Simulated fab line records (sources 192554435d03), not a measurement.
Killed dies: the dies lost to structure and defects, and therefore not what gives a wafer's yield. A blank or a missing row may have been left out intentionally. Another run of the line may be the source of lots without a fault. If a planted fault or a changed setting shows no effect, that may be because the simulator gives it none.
Chamber matching	flow n5Finfet	N5_BEOL_M6_ETCH_62 on rieDiel-05: 4 sister chambers
The step etches SOC in N2/H2, target depth 110 nm, overetch 22 nm, time 165 s. 4 wafers are shown with their chamber, then 10 later ones without.

## EACH WAFER AND ITS CHAMBER
wafer	chamber	showerheadPlenumPTorr (Torr)
L077.2	3	2.51
L083.5	0	2.71
L084.1	1	2.64
L084.2	2	2.59

## WAFERS WITH NO CHAMBER GIVEN
wafer	showerheadPlenumPTorr (Torr)
L084.6	2.58
L087.1	2.64
L087.2	2.70
L087.3	2.50
L094.1	2.64
L094.3	2.69
L094.4	2.58
L095.2	2.57
L095.4	2.49
L095.5	2.69

## WHICH CHAMBER EACH WENT THROUGH
wafer	from the rows above	in truth
L084.6	2	2
L087.1	1	1
L087.2	0	0
L087.3	3	3
L094.1	1	1
L094.3	0	0
L094.4	2	2
L095.2	2	2
L095.4	3	3
L095.5	0	0
10 of 10 placed correctly. Can't be placed from these rows: 0. Number placed wrongly: 0.
How it was worked out, from the rows above alone: a wafer's distance from a chamber is the root of the sum, over the readings, of the square of ((its reading less the chamber's mean) divided by the reading's scatter). If the next closest chamber is less than 2 further off than the closest, the wafer can't be placed; otherwise it belongs to the closest. The mean given for a chamber averages the wafers shown for that chamber. The scatter (one wafer shown for each chamber): square how far every hidden wafer sits from the nearest shown wafer, average those squares and take the square root.
